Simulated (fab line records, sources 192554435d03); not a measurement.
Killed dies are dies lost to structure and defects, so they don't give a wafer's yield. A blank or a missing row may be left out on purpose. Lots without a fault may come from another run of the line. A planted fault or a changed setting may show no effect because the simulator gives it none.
Split-lot experiment | flow n5_finfet | 7 lots, 39 wafers read, on a route of 1938 steps

THE SPLIT
At N5_BEOL_M12_ILD_DEP_00 (deposits SiOC from DEMS/O2, target thk 658.92 nm, time 130.7 s), the setting target_thk_a was moved away from the recipe's 6589.2 angstrom on 9 of the 39 wafers read, by -20.2% to +47.6%. The other wafers ran this setting at the recipe's value.

FROM THE SPLIT TO THE READING: what the file shows between them, 6 steps
- N5_BEOL_M12_THK_MEAS_01
- N5_BEOL_M12_COAT_58: time 60 s, resist thk 89 nm
- N5_BEOL_M12_COAT_04: resist thk 400 nm
- N5_BEOL_M12_DESCUM_15: chemistry O2, time 7.9 s
- N5_BEOL_M12_ETCH_59: etches BARC in N2/H2, target depth 89 nm, overetch 26.7 nm, time 67.9 s
- N5_BEOL_M12_VIA_ETCH_16: etches SiOC in C4F8/O2/Ar, target depth 724.8 nm

THE READING
oes_product_au, in a.u., at N5_BEOL_M12_STRIP_63 (strips in N2/H2). Fault-free wafers of this fab line usually give 0.693 a.u., standard deviation 0.0046 a.u..

wafer  | tool, chamber at the split | target_thk_a as run, angstrom | against the recipe | oes_product_au, a.u. | against lot-mates on the recipe
L082.1 | pecvd-04, 2                | 7932                          | +20.4%             | 0.672                | -0.024
L082.2 | pecvd-04, 0                | 6589.2                        | recipe             | 0.691                | -
L082.3 | pecvd-04, 0                | 6589.2                        | recipe             | 0.698                | -
L082.4 | pecvd-04, 2                | 6589.2                        | recipe             | 0.700                | -
L082.5 | pecvd-04, 0                | 7932                          | +20.4%             | 0.675                | -0.021
L082.6 | pecvd-04, 2                | 7932                          | +20.4%             | 0.682                | -0.014
L083.1 | pecvd-02, 0                | 6589.2                        | recipe             | 0.697                | -
L083.2 | pecvd-02, 2                | 6589.2                        | recipe             | 0.696                | -
L083.3 | pecvd-02, 1                | 6589.2                        | recipe             | 0.694                | -
L083.4 | pecvd-02, 0                | 6589.2                        | recipe             | 0.694                | -
L083.5 | pecvd-02, 2                | 6589.2                        | recipe             | 0.702                | -
L083.6 | pecvd-02, 1                | 6589.2                        | recipe             | 0.685                | -
L085.1 | pecvd-02, 2                | 6589.2                        | recipe             | 0.696                | -
L085.2 | pecvd-02, 1                | 6589.2                        | recipe             | 0.693                | -
L085.3 | pecvd-02, 0                | 6589.2                        | recipe             | 0.691                | -
L085.4 | pecvd-02, 2                | 6589.2                        | recipe             | 0.686                | -
L085.5 | pecvd-02, 0                | 6589.2                        | recipe             | 0.706                | -
L085.6 | pecvd-02, 1                | 6589.2                        | recipe             | 0.691                | -
L090.3 | pecvd-02, 0                | 6589.2                        | recipe             | 0.693                | -
L090.5 | pecvd-02, 2                | 6589.2                        | recipe             | 0.683                | -
L090.6 | pecvd-02, 1                | 6589.2                        | recipe             | 0.691                | -
L093.1 | pecvd-02, 2                | 6589.2                        | recipe             | 0.699                | -
L093.2 | pecvd-02, 1                | 5261                          | -20.2%             | 0.708                | +0.014
L093.3 | pecvd-02, 0                | 6589.2                        | recipe             | 0.690                | -
L093.4 | pecvd-02, 0                | 6589.2                        | recipe             | 0.693                | -
L093.5 | pecvd-02, 2                | 5261                          | -20.2%             | 0.706                | +0.012
L093.6 | pecvd-02, 1                | 5261                          | -20.2%             | 0.700                | +0.006
L096.1 | pecvd-04, 1                | 6589.2                        | recipe             | 0.688                | -
L096.2 | pecvd-04, 0                | 9723                          | +47.6%             | 0.647                | -0.046
L096.3 | pecvd-04, 2                | 6589.2                        | recipe             | 0.694                | -
L096.4 | pecvd-04, 1                | 9723                          | +47.6%             | 0.636                | -0.057
L096.5 | pecvd-04, 2                | 6589.2                        | recipe             | 0.697                | -
L096.6 | pecvd-04, 0                | 9723                          | +47.6%             | 0.635                | -0.058
L094.1 | pecvd-02, 2                | 6589.2                        | recipe             | 0.699                | -
L094.2 | pecvd-02, 0                | 6589.2                        | recipe             | 0.691                | -
L094.3 | pecvd-02, 1,2              | 6589.2                        | recipe             | 0.694                | -
L094.4 | pecvd-02, 0                | 6589.2                        | recipe             | 0.690                | -
L094.5 | pecvd-02, 1,2              | 6589.2                        | recipe             | 0.691                | -
L094.6 | pecvd-02, 1                | 6589.2                        | recipe             | 0.692                | -
Where a row lists several chambers, the file gives one row for several wafers and doesn't say which wafer went through which chamber.

THE FIT
A straight line over all 39 wafers: oes_product_au changes by -0.00101 a.u. for each +1% of target_thk_a; r = -0.94; the points scatter about the line by 0.0059 a.u..
The same after taking each lot's own level away (the mean of its wafers on the recipe; 39 wafers): -0.00101 a.u. for each +1%; r = -0.94; scatter 0.0055 a.u..
On that fit, the largest move of target_thk_a shifts the reading by 0.048 a.u..
The lots' own levels span 0.6890 to 0.6963 a.u., that is 1.6 times the standard deviation above.
So the lot-to-lot level changes the slope little: the two slopes agree.
Check: with one of the wafers moved furthest among these (+47.6%) left out of the fit, the line predicts -0.0503 a.u. for it against its lot-mates. It came out at -0.046 a.u. against them.

THE WHOLE CHAIN: every reading that the file lists as answering this split, in the file's order
step                    | what it does                                                   | reading                                                                             | change (the file's fit)                   | r (the file's)
N5_BEOL_M12_ILD_DEP_00  | deposits SiOC from DEMS/O2, target thk 658.92 nm, time 130.7 s | SiOC_of_BEOL_M12_ILD_DEP_00.thk_nm (the simulator's own value, which no gauge read) | +6.52 nm for each +1% of the setting      | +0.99
N5_BEOL_M12_THK_MEAS_01 |                                                                | M12_ILD_THK                                                                         | +6.52 for each +1% of the setting         | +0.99
N5_BEOL_M12_VIA_ETCH_16 | etches SiOC in C4F8/O2/Ar, target depth 724.8 nm               | etch.depth_nm (the simulator's own value, which no gauge read)                      | +6.52 nm for each +1% of the setting      | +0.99
N5_BEOL_M12_VIA_ETCH_16 | etches SiOC in C4F8/O2/Ar, target depth 724.8 nm               | coat_of_BEOL_M12_COAT_04.thk_nm (the simulator's own value, which no gauge read)    | -1.95 nm for each +1% of the setting      | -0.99
N5_BEOL_M12_STRIP_63    | strips in N2/H2                                                | oes_product_au                                                                      | -0.00102 a.u. for each +1% of the setting | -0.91
N5_BEOL_M12_STRIP_63    | strips in N2/H2                                                | strip_time_to_endpoint_s                                                            | withheld for each +1% of the setting      | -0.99

THE FILE'S OWN FIT
oes_product_au changes by -0.00102 a.u. for each +1% of target_thk_a, r = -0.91.
